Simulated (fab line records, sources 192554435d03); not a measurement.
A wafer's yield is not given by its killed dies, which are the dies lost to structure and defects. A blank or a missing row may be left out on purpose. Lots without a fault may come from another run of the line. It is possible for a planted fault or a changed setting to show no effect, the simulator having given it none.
Which tool did it? + flow n5Finfet + Sampling: 24 lots, 72 wafers, 6 of 1938 route steps

## WHAT THE GAUGES SHOWED, per wafer
No reading from a measuring or inspecting step in the record can be judged against a usual standard deviation.

## EACH LOT AND THE TOOL THAT RAN IT (in order: tool; ch and the chambers of the sampled wafers; start)
| lot  | N5_BEOL_M3_ANNEAL_49        | N5_BEOL_M3_ANNEAL_89        | N5_BEOL_M3_ANNEAL_95        | N5_BEOL_M3_SPUTTER_96       | N5_BEOL_M4_ETCH_74                | N5_BEOL_M4_HM_OPEN_17            |
|------|-----------------------------|-----------------------------|-----------------------------|-----------------------------|-----------------------------------|----------------------------------|
| L075 | pvdSputter-03, day 11 11:26 | pvdSputter-03, day 11 12:19 | pvdSputter-03, day 11 12:59 | pvdSputter-03, day 11 13:07 | rieDiel-06 ch 0,1,3, day 11 17:02 | rieMetal-02 ch 0,1, day 11 17:16 |
| L078 | pvdSputter-03, day 11 14:48 | pvdSputter-03, day 11 15:41 | pvdSputter-03, day 11 16:20 | pvdSputter-03, day 11 16:29 | rieDiel-03 ch 1,3, day 11 19:05   | rieMetal-02 ch 0,1, day 11 19:46 |
| L077 | pvdSputter-02, day 12 01:58 | pvdSputter-02, day 12 02:51 | pvdSputter-02, day 12 03:31 | pvdSputter-02, day 12 03:39 | rieDiel-03 ch 1,2, day 12 08:32   | rieMetal-03 ch 1, day 12 08:47   |
| L084 | pvdSputter-02, day 12 08:59 | pvdSputter-02, day 12 09:52 | pvdSputter-02, day 12 10:32 | pvdSputter-02, day 12 10:40 | rieDiel-02 ch 0,1,3, day 12 14:10 | rieMetal-02 ch 0,1, day 12 15:44 |
| L079 | pvdSputter-03, day 12 11:53 | pvdSputter-03, day 12 12:46 | pvdSputter-03, day 12 13:25 | pvdSputter-03, day 12 13:34 | rieDiel-06 ch 0,2,3, day 12 17:43 | rieMetal-01 ch 0,1, day 12 17:56 |
| L074 | pvdSputter-01, day 12 14:49 | pvdSputter-01, day 12 15:42 | pvdSputter-01, day 12 16:22 | pvdSputter-01, day 12 16:30 | rieDiel-02 ch 0,3, day 12 19:08   | rieMetal-03 ch 0,1, day 12 19:28 |
| L076 | pvdSputter-01, day 13 10:31 | pvdSputter-01, day 13 11:24 | pvdSputter-01, day 13 12:04 | pvdSputter-01, day 13 12:12 | rieDiel-06 ch 2,3, day 13 14:52   | rieMetal-02 ch 1, day 13 15:04   |
| L080 | pvdSputter-02, day 13 10:44 | pvdSputter-02, day 13 11:37 | pvdSputter-02, day 13 12:16 | pvdSputter-02, day 13 12:25 | rieDiel-03 ch 0,1, day 13 14:56   | rieMetal-03 ch 0,1, day 13 15:10 |
| L083 | pvdSputter-01, day 13 17:04 | pvdSputter-01, day 13 17:56 | pvdSputter-01, day 13 18:36 | pvdSputter-01, day 13 18:44 | rieDiel-06 ch 0,1,2, day 13 21:31 | rieMetal-03 ch 0,1, day 13 21:44 |
| L081 | pvdSputter-01, day 13 22:08 | pvdSputter-01, day 13 23:01 | pvdSputter-01, day 13 23:41 | pvdSputter-01, day 13 23:49 | rieDiel-03 ch 1,2, day 14 03:58   | rieMetal-01 ch 1, day 14 04:16   |
| L082 | pvdSputter-01, day 14 07:08 | pvdSputter-01, day 14 08:01 | pvdSputter-01, day 14 08:40 | pvdSputter-01, day 14 08:49 | rieDiel-03 ch 0,1,2, day 14 11:49 | rieMetal-03 ch 0,1, day 14 12:03 |
| L085 | pvdSputter-03, day 14 08:27 | pvdSputter-03, day 14 09:20 | pvdSputter-03, day 14 09:59 | pvdSputter-03, day 14 10:08 | rieDiel-02 ch 0,2,3, day 14 13:00 | rieMetal-03 ch 0,1, day 14 13:13 |
| L087 | pvdSputter-02, day 14 14:46 | pvdSputter-02, day 14 15:39 | pvdSputter-02, day 14 16:19 | pvdSputter-02, day 14 16:27 | rieDiel-02 ch 0,1, day 14 20:27   | rieMetal-01 ch 1, day 14 20:43   |
| L086 | pvdSputter-02, day 14 19:39 | pvdSputter-02, day 14 20:32 | pvdSputter-02, day 14 21:11 | pvdSputter-02, day 14 21:20 | rieDiel-06 ch 0,2,3, day 15 01:39 | rieMetal-03 ch 0,1, day 15 01:54 |
| L088 | pvdSputter-03, day 14 20:57 | pvdSputter-03, day 14 21:50 | pvdSputter-03, day 14 22:29 | pvdSputter-03, day 14 22:38 | rieDiel-03 ch 0,3, day 15 02:33   | rieMetal-01 ch 0,1, day 15 02:47 |
| L089 | pvdSputter-03, day 14 22:53 | pvdSputter-03, day 14 23:46 | pvdSputter-03, day 15 00:26 | pvdSputter-03, day 15 00:34 | rieDiel-02 ch 0,2,3, day 15 03:00 | rieMetal-03 ch 0,1, day 15 03:13 |
| L090 | pvdSputter-03, day 15 03:07 | pvdSputter-03, day 15 04:00 | pvdSputter-03, day 15 04:40 | pvdSputter-03, day 15 04:48 | rieDiel-06 ch 0,2, day 15 08:08   | rieMetal-03 ch 0,1, day 15 10:01 |
| L091 | pvdSputter-03, day 15 05:19 | pvdSputter-03, day 15 06:12 | pvdSputter-03, day 15 06:52 | pvdSputter-03, day 15 07:00 | rieDiel-06 ch 0,2,3, day 15 11:20 | rieMetal-03 ch 0,1, day 15 11:32 |
| L093 | pvdSputter-01, day 16 13:54 | pvdSputter-01, day 16 14:47 | pvdSputter-01, day 16 15:26 | pvdSputter-01, day 16 15:35 | rieDiel-02 ch 0,2,3, day 16 20:05 | rieMetal-01 ch 0,1, day 16 20:19 |
| L092 | pvdSputter-03, day 16 17:01 | pvdSputter-03, day 16 17:54 | pvdSputter-03, day 16 18:34 | pvdSputter-03, day 16 18:42 | rieDiel-06 ch 0,3, day 16 21:26   | rieMetal-01 ch 0,1, day 16 21:40 |
| L094 | pvdSputter-02, day 16 23:46 | pvdSputter-02, day 17 00:39 | pvdSputter-02, day 17 01:19 | pvdSputter-02, day 17 01:27 | rieDiel-02 ch 2,3, day 17 03:55   | rieMetal-02 ch 0,1, day 17 04:10 |
| L095 | pvdSputter-03, day 16 23:58 | pvdSputter-03, day 17 00:50 | pvdSputter-03, day 17 01:30 | pvdSputter-03, day 17 01:38 | rieDiel-03 ch 2,3, day 17 04:00   | rieMetal-01 ch 0,1, day 17 04:15 |
| L096 | pvdSputter-02, day 17 01:37 | pvdSputter-02, day 17 02:29 | pvdSputter-02, day 17 03:09 | pvdSputter-02, day 17 03:17 | rieDiel-03 ch 0,1,2, day 17 06:52 | rieMetal-03 ch 0,1, day 17 07:05 |
| L097 | pvdSputter-03, day 17 10:31 | pvdSputter-03, day 17 11:24 | pvdSputter-03, day 17 12:04 | pvdSputter-03, day 17 12:12 | rieDiel-02 ch 1,2,3, day 17 15:27 | rieMetal-02 ch 0,1, day 17 15:40 |
- N5_BEOL_M3_ANNEAL_49: time 240 s.
- N5_BEOL_M3_ANNEAL_89: time 240 s.
- N5_BEOL_M3_ANNEAL_95: time 240 s.
- N5_BEOL_M3_SPUTTER_96: material Cu, target thk 4.5 nm, time 8.29 s.
- N5_BEOL_M4_ETCH_74: etches underlayer in N2/H2, target depth 6.5 nm, time 5.2 s.
- N5_BEOL_M4_HM_OPEN_17: chemistry Cl2/BCl3, target TiN, target depth 20 nm, overetch 6 nm.

## AS READ BY THE TOOLS THEMSELVES (means over the sampled wafers that have a number; for cases with no such wafer, the mark the record gives instead)
N5_BEOL_M3_ANNEAL_49. Usual: heaterPowerW reads 834 W (standard deviation 73).
| lot  | tool          | heaterPowerW (W) | flag |
|------|---------------|------------------|------|
| L075 | pvdSputter-03 | 815              |      |
| L078 | pvdSputter-03 | 791              |      |
| L077 | pvdSputter-02 | 850              |      |
| L084 | pvdSputter-02 | 871              |      |
| L079 | pvdSputter-03 | 812              |      |
| L074 | pvdSputter-01 | 794              |      |
| L076 | pvdSputter-01 | 838              |      |
| L080 | pvdSputter-02 | 818              |      |
| L083 | pvdSputter-01 | 831              |      |
| L081 | pvdSputter-01 | 756              |      |
| L082 | pvdSputter-01 | 782              |      |
| L085 | pvdSputter-03 | 881              |      |
| L087 | pvdSputter-02 | 894              |      |
| L086 | pvdSputter-02 | 841              |      |
| L088 | pvdSputter-03 | 800              |      |
| L089 | pvdSputter-03 | 823              |      |
| L090 | pvdSputter-03 | 856              |      |
| L091 | pvdSputter-03 | 814              |      |
| L093 | pvdSputter-01 | 884              |      |
| L092 | pvdSputter-03 | 821              |      |
| L094 | pvdSputter-02 | 855              |      |
| L095 | pvdSputter-03 | 879              |      |
| L096 | pvdSputter-02 | 817              |      |
| L097 | pvdSputter-03 | 757              |      |

N5_BEOL_M3_ANNEAL_89. Usual: heaterPowerW reads 834 W (standard deviation 73).
| lot  | tool          | heaterPowerW (W) | flag |
|------|---------------|------------------|------|
| L075 | pvdSputter-03 | 816              |      |
| L078 | pvdSputter-03 | 804              |      |
| L077 | pvdSputter-02 | 829              |      |
| L084 | pvdSputter-02 | 863              |      |
| L079 | pvdSputter-03 | 808              |      |
| L074 | pvdSputter-01 | 796              |      |
| L076 | pvdSputter-01 | 839              |      |
| L080 | pvdSputter-02 | 815              |      |
| L083 | pvdSputter-01 | 816              |      |
| L081 | pvdSputter-01 | 737              |      |
| L082 | pvdSputter-01 | 795              |      |
| L085 | pvdSputter-03 | 854              |      |
| L087 | pvdSputter-02 | 894              |      |
| L086 | pvdSputter-02 | 842              |      |
| L088 | pvdSputter-03 | 794              |      |
| L089 | pvdSputter-03 | 819              |      |
| L090 | pvdSputter-03 | 848              |      |
| L091 | pvdSputter-03 | 826              |      |
| L093 | pvdSputter-01 | 869              |      |
| L092 | pvdSputter-03 | 823              |      |
| L094 | pvdSputter-02 | 875              |      |
| L095 | pvdSputter-03 | 871              |      |
| L096 | pvdSputter-02 | 816              |      |
| L097 | pvdSputter-03 | 756              |      |

N5_BEOL_M3_ANNEAL_95. Usual: heaterPowerW reads 835 W (standard deviation 71).
| lot  | tool          | heaterPowerW (W) | flag |
|------|---------------|------------------|------|
| L075 | pvdSputter-03 | 831              |      |
| L078 | pvdSputter-03 | 810              |      |
| L077 | pvdSputter-02 | 833              |      |
| L084 | pvdSputter-02 | 867              |      |
| L079 | pvdSputter-03 | 808              |      |
| L074 | pvdSputter-01 | 775              |      |
| L076 | pvdSputter-01 | 847              |      |
| L080 | pvdSputter-02 | 817              |      |
| L083 | pvdSputter-01 | 816              |      |
| L081 | pvdSputter-01 | 745              |      |
| L082 | pvdSputter-01 | 808              |      |
| L085 | pvdSputter-03 | 864              |      |
| L087 | pvdSputter-02 | 888              |      |
| L086 | pvdSputter-02 | 837              |      |
| L088 | pvdSputter-03 | 805              |      |
| L089 | pvdSputter-03 | 822              |      |
| L090 | pvdSputter-03 | 854              |      |
| L091 | pvdSputter-03 | 819              |      |
| L093 | pvdSputter-01 | 879              |      |
| L092 | pvdSputter-03 | 829              |      |
| L094 | pvdSputter-02 | 844              |      |
| L095 | pvdSputter-03 | 873              |      |
| L096 | pvdSputter-02 | 816              |      |
| L097 | pvdSputter-03 | 771              |      |

N5_BEOL_M3_SPUTTER_96. Usual: chamberPressurePa 0.06999 Pa, standard deviation 0.00014; throttleValvePct 30.0 %, standard deviation 1.
| lot  | tool          | chamberPressurePa (Pa) | throttleValvePct (%) | flag |
|------|---------------|------------------------|----------------------|------|
| L075 | pvdSputter-03 | 0.06998                | 30.6                 |      |
| L078 | pvdSputter-03 | 0.06995                | 29.8                 |      |
| L077 | pvdSputter-02 | 0.07002                | 30.6                 |      |
| L084 | pvdSputter-02 | 0.07007                | 30.7                 |      |
| L079 | pvdSputter-03 | 0.06991                | 30.3                 |      |
| L074 | pvdSputter-01 | 0.06994                | 28.5                 |      |
| L076 | pvdSputter-01 | 0.06992                | 28.2                 |      |
| L080 | pvdSputter-02 | 0.06992                | 30.4                 |      |
| L083 | pvdSputter-01 | 0.07001                | 29.1                 |      |
| L081 | pvdSputter-01 | 0.07000                | 30.2                 |      |
| L082 | pvdSputter-01 | 0.07001                | 28.8                 |      |
| L085 | pvdSputter-03 | 0.06994                | 30.6                 |      |
| L087 | pvdSputter-02 | 0.07001                | 30.9                 |      |
| L086 | pvdSputter-02 | 0.06993                | 30.4                 |      |
| L088 | pvdSputter-03 | 0.06987                | 30.4                 |      |
| L089 | pvdSputter-03 | 0.06997                | 29.7                 |      |
| L090 | pvdSputter-03 | 0.07011                | 30.4                 |      |
| L091 | pvdSputter-03 | 0.07002                | 30.2                 |      |
| L093 | pvdSputter-01 | 0.07010                | 28.2                 |      |
| L092 | pvdSputter-03 | 0.07001                | 30.2                 |      |
| L094 | pvdSputter-02 | 0.06987                | 30.5                 |      |
| L095 | pvdSputter-03 | 0.06995                | 30.7                 |      |
| L096 | pvdSputter-02 | 0.07000                | 30.4                 |      |
| L097 | pvdSputter-03 | 0.07003                | 30.1                 |      |

N5_BEOL_M4_ETCH_74. Usual: value, then standard deviation, for each; drypumpMotorCurrentA 5.8 A / 0.45; etchRfOnTimeS 5.23 s / 0.16; h2FlowSccm 200.1 sccm / 0.63; oesProductAu 0.67 a.u. / 0.071; rfVppV 524 V / 3.1; showerheadPlenumPTorr 2.54 Torr / 0.1; throttleValvePct 17.86 % / 0.17.
| lot  | tool       | drypumpMotorCurrentA (A) | etchRfOnTimeS (s) | h2FlowSccm (sccm) | oesProductAu (a.u.) | rfVppV (V) | showerheadPlenumPTorr (Torr) | throttleValvePct (%) | flag |
|------|------------|--------------------------|-------------------|-------------------|---------------------|------------|------------------------------|----------------------|------|
| L075 | rieDiel-06 | 5.7                      | 5.10              | 199.7             | 0.73                | 522        | 2.47                         | 17.88                |      |
| L078 | rieDiel-03 | 5.6                      | 5.16              | 200.3             | 0.61                | 523        | 2.56                         | 17.78                |      |
| L077 | rieDiel-03 | 5.8                      | 5.21              | 199.6             | 0.61                | 522        | 2.49                         | 17.76                |      |
| L084 | rieDiel-02 | 6.0                      | 5.44              | 199.7             | 0.69                | 526        | 2.61                         | 17.73                |      |
| L079 | rieDiel-06 | 5.4                      | 5.25              | 200.4             | 0.65                | 521        | 2.47                         | 17.99                |      |
| L074 | rieDiel-02 | 5.6                      | 5.22              | 200.6             | 0.72                | 525        | 2.57                         | 17.79                |      |
| L076 | rieDiel-06 | 5.7                      | 5.29              | 199.7             | 0.61                | 520        | 2.38                         | 18.08                |      |
| L080 | rieDiel-03 | 5.7                      | 5.15              | 200.8             | 0.62                | 525        | 2.59                         | 17.76                |      |
| L083 | rieDiel-06 | 5.4                      | 5.24              | 199.9             | 0.70                | 523        | 2.53                         | 17.97                |      |
| L081 | rieDiel-03 | 5.6                      | 5.08              | 200.9             | 0.62                | 523        | 2.55                         | 17.73                |      |
| L082 | rieDiel-03 | 5.8                      | 5.28              | 200.0             | 0.59                | 523        | 2.51                         | 17.85                |      |
| L085 | rieDiel-02 | 5.8                      | 5.20              | 199.7             | 0.70                | 523        | 2.57                         | 17.84                |      |
| L087 | rieDiel-02 | 6.4                      | 5.47              | 199.8             | 0.65                | 525        | 2.61                         | 17.79                |      |
| L086 | rieDiel-06 | 5.4                      | 5.24              | 199.7             | 0.64                | 521        | 2.47                         | 18.02                |      |
| L088 | rieDiel-03 | 6.0                      | 5.11              | 199.9             | 0.73                | 527        | 2.63                         | 17.73                |      |
| L089 | rieDiel-02 | 5.8                      | 5.23              | 199.6             | 0.70                | 525        | 2.57                         | 17.86                |      |
| L090 | rieDiel-06 | 5.1                      | 5.25              | 199.3             | 0.64                | 524        | 2.52                         | 18.09                |      |
| L091 | rieDiel-06 | 5.4                      | 5.22              | 200.3             | 0.64                | 522        | 2.46                         | 18.02                |      |
| L093 | rieDiel-02 | 5.8                      | 5.24              | 199.4             | 0.68                | 525        | 2.57                         | 17.88                |      |
| L092 | rieDiel-06 | 5.3                      | 5.15              | 200.4             | 0.68                | 522        | 2.49                         | 17.89                |      |
| L094 | rieDiel-02 | 5.5                      | 5.14              | 200.1             | 0.70                | 525        | 2.57                         | 17.91                |      |
| L095 | rieDiel-03 | 5.9                      | 5.13              | 200.2             | 0.80                | 529        | 2.70                         | 17.51                |      |
| L096 | rieDiel-03 | 5.8                      | 5.21              | 199.9             | 0.66                | 525        | 2.60                         | 17.75                |      |
| L097 | rieDiel-02 | 5.7                      | 5.24              | 199.9             | 0.67                | 525        | 2.60                         | 17.83                |      |

N5_BEOL_M4_HM_OPEN_17. Usual: bcl3FlowSccm 21.74 sccm, standard deviation 0.07; drypumpMotorCurrentA 5.6 A, standard deviation 0.4; oesProductAu 0.68 a.u., standard deviation 0.082; throttleValvePct 22.1 %, standard deviation 0.3.
| lot  | tool        | bcl3FlowSccm (sccm) | drypumpMotorCurrentA (A) | oesProductAu (a.u.) | throttleValvePct (%) | flag |
|------|-------------|---------------------|--------------------------|---------------------|----------------------|------|
| L075 | rieMetal-02 | 21.73               | 5.9                      | 0.63                | 22.0                 |      |
| L078 | rieMetal-02 | 21.71               | 5.9                      | 0.68                | 22.0                 |      |
| L077 | rieMetal-03 | 21.73               | 5.5                      | 0.60                | 22.5                 |      |
| L084 | rieMetal-02 | 21.73               | 5.9                      | 0.67                | 22.0                 |      |
| L079 | rieMetal-01 | 21.76               | 5.2                      | 0.69                | 22.0                 |      |
| L074 | rieMetal-03 | 21.78               | 5.7                      | 0.67                | 22.3                 |      |
| L076 | rieMetal-02 | 21.80               | 6.0                      | 0.73                | 22.1                 |      |
| L080 | rieMetal-03 | 21.74               | 5.7                      | 0.66                | 22.3                 |      |
| L083 | rieMetal-03 | 21.71               | 5.7                      | 0.66                | 22.3                 |      |
| L081 | rieMetal-01 | 21.76               | 4.9                      | 0.64                | 22.0                 |      |
| L082 | rieMetal-03 | 21.79               | 5.9                      | 0.72                | 22.0                 |      |
| L085 | rieMetal-03 | 21.74               | 5.7                      | 0.67                | 22.3                 |      |
| L087 | rieMetal-01 | 21.79               | 5.0                      | 0.64                | 22.0                 |      |
| L086 | rieMetal-03 | 21.72               | 5.9                      | 0.72                | 22.0                 |      |
| L088 | rieMetal-01 | 21.73               | 5.5                      | 0.69                | 21.9                 |      |
| L089 | rieMetal-03 | 21.79               | 5.9                      | 0.72                | 22.0                 |      |
| L090 | rieMetal-03 | 21.78               | 5.7                      | 0.66                | 22.3                 |      |
| L091 | rieMetal-03 | 21.75               | 5.9                      | 0.71                | 22.0                 |      |
| L093 | rieMetal-01 | 21.76               | 5.5                      | 0.69                | 21.9                 |      |
| L092 | rieMetal-01 | 21.74               | 5.5                      | 0.69                | 21.9                 |      |
| L094 | rieMetal-02 | 21.77               | 5.8                      | 0.75                | 21.8                 |      |
| L095 | rieMetal-01 | 21.70               | 5.2                      | 0.66                | 22.0                 |      |
| L096 | rieMetal-03 | 21.71               | 5.9                      | 0.71                | 22.1                 |      |
| L097 | rieMetal-02 | 21.72               | 5.9                      | 0.74                | 21.9                 |      |

## THE ANSWER, worked out from the rows above alone
Rule: take the mean of a lot's wafers that have a number; if it is more than 3 standard deviations from the usual mean, the lot is off. A lot without any number at a reading at which 4 lots or more have one is off too. Any other lot the step has rows for is counted as sound. The gauges are gone through in route order, then the tools' own readings, and for those a lot's mean is taken as printed above. The first step at which some lot is off is used, and at that step the reading that is off furthest; a lot without a number counts as furthest.
No lot is off on any of the readings shown, so nothing can be concluded from this.

## WHAT THE SIMULATOR HAD INSERTED
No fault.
